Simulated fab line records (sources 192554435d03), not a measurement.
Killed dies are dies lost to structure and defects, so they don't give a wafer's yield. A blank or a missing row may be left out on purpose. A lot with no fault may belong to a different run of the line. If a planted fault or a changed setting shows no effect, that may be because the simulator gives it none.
Matching of chambers | flow n5Finfet | rieDiel-06 running N5_GATE_CUT_ETCH_58: 4 sister chambers
The step etches SiNx in CH3F/O2, target depth 17 nm, time 128.6 s. 14 wafers are shown with their chamber, then 7 later ones without.

WAFERS WITH THEIR CHAMBER
wafer  | chamber | showerheadPlenumPTorr (Torr) | throttleValvePct (%) | oesProductAu (a.u.)
L081.1 | 0       | 2.12                         | 16.0                 | 0.89
L081.3 | 3       | 2.04                         | 15.6                 | 0.99
L081.6 | 2       | 1.91                         | 16.8                 | 0.73
L084.2 | 1       | 2.05                         | 16.0                 | 0.97
L084.4 | 2       | 1.91                         | 16.8                 | 0.71
L084.6 | 3       | 2.04                         | 15.7                 | 0.95
L092.2 | 1       | 2.05                         | 16.0                 | 0.94
L092.4 | 0       | 2.12                         | 16.1                 | 0.86
L092.5 | 0       | 2.12                         | 16.1                 | 0.86
L094.1 | 0       | 2.12                         | 16.1                 | 0.86
L094.2 | 1       | 2.05                         | 16.0                 | 0.92
L094.3 | 2       | 1.91                         | 16.9                 | 0.71
L095.2 | 1       | 2.05                         | 16.0                 | 0.92
L095.4 | 3       | 2.03                         | 15.7                 | 0.91

SIGNATURES, as means of the wafers listed above
reading               | chamber 0 | chamber 1 | chamber 2 | chamber 3 | scatter within a chamber
showerheadPlenumPTorr | 2.1200    | 2.0500    | 1.9100    | 2.0367    | 0.00258
throttleValvePct      | 16.075    | 16.000    | 16.833    | 15.667    | 0.0456
oesProductAu          | 0.8675    | 0.9375    | 0.7167    | 0.9500    | 0.0241
Rule: a wafer lies at a distance from a chamber equal to the root of the sum of squares, over the readings, of (its reading less the chamber's mean, divided by the reading's scatter). If the next closest chamber is less than 2 further off than the closest, the wafer can't be placed; otherwise it belongs to the closest. The scatter is the square root of a quotient: the sum, over the shown wafers, of each reading's squared deviation from its chamber's mean, divided by wafers minus chambers.

WAFERS MISSING THEIR CHAMBER
wafer  | showerheadPlenumPTorr (Torr) | throttleValvePct (%) | oesProductAu (a.u.)
L095.6 | 2.04                         | 16.0                 | 0.92
L096.3 | 2.11                         | 16.1                 | 0.86
L096.4 | 1.91                         | 16.9                 | 0.70
L096.5 | 2.11                         | 16.1                 | 0.86
L097.4 | 2.03                         | 15.7                 | 0.90
L097.5 | 1.91                         | 16.9                 | 0.70
L097.6 | 2.03                         | 15.7                 | 0.89

EACH ONE'S CHAMBER
wafer  | from the rows above | in truth
L095.6 | 1                   | 1
L096.3 | 0                   | 0
L096.4 | 2                   | 2
L096.5 | 0                   | 0
L097.4 | 3                   | 3
L097.5 | 2                   | 2
L097.6 | 3                   | 3
Placed correctly: 7 of 7. Can't be placed from these rows: 0. Placed wrongly: 0.
